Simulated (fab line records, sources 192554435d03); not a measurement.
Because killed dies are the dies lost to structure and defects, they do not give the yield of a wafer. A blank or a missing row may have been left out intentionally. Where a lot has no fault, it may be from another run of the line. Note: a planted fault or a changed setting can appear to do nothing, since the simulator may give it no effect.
One fault seen from 2 desks    flow n5_finfet    each desk has only its own numbers; what lay behind them comes last

FROM THE METROLOGY DESK
Means of the sampled wafers that have a number, per lot and without regard to the tool the lot ran on: this is what the gauges read. The brackets show how far a lot's mean lies from the usual mean; more than 4 standard deviations puts the lot out of limits, marked OUT.
Columns: A = PASS_OPEN_OVL at N5_PASSIVATION_OVL_MEAS_66, usual -2 nm
lot   first seen here  A
L351  day 12 06:29     4
L352  day 12 11:42     -2
L353  day 12 12:10     -1
L358  day 14 04:01     2
L359  day 14 04:47     -12
L357  day 14 12:01     -0
L360  day 14 16:10     7
L363  day 15 00:43     -6
L366  day 15 23:35     -13
L371  day 17 04:49     -3
L372  day 17 08:15     -2
L373  day 18 01:49     1
This desk found nothing out of limits on any of the 12 lots.

FOR THE TOOL OWNER'S DESK: ald_sin-01
The tool's own readings at N5_ILD0_ALD_15 (deposits SiNx, target thk 24 nm, pulse time 1 s, ald cycles 480): means of the sampled wafers that have a number, for each lot that ran on this tool. The brackets show how far a lot's mean lies from the usual mean; more than 4 standard deviations puts the lot out of limits, marked OUT.
Columns: A = heater_power_w at N5_ILD0_ALD_15, usual 854 W; B = precursor_pulse_height_rel at N5_ILD0_ALD_15, usual 0.999
lot   first seen here  A    B
L353  day 4 01:20      969  0.998
L359  day 5 15:17      943  0.994
L363  day 6 16:11      933  0.986
L366  day 7 09:53      859  1.006
This desk found nothing out of limits on any of the 4 lots.

ALL TOGETHER
The metrology desk saw nothing out of limits.
Nothing out of limits was seen by the tool owner's desk.

WHAT THE SIMULATOR PUT IN
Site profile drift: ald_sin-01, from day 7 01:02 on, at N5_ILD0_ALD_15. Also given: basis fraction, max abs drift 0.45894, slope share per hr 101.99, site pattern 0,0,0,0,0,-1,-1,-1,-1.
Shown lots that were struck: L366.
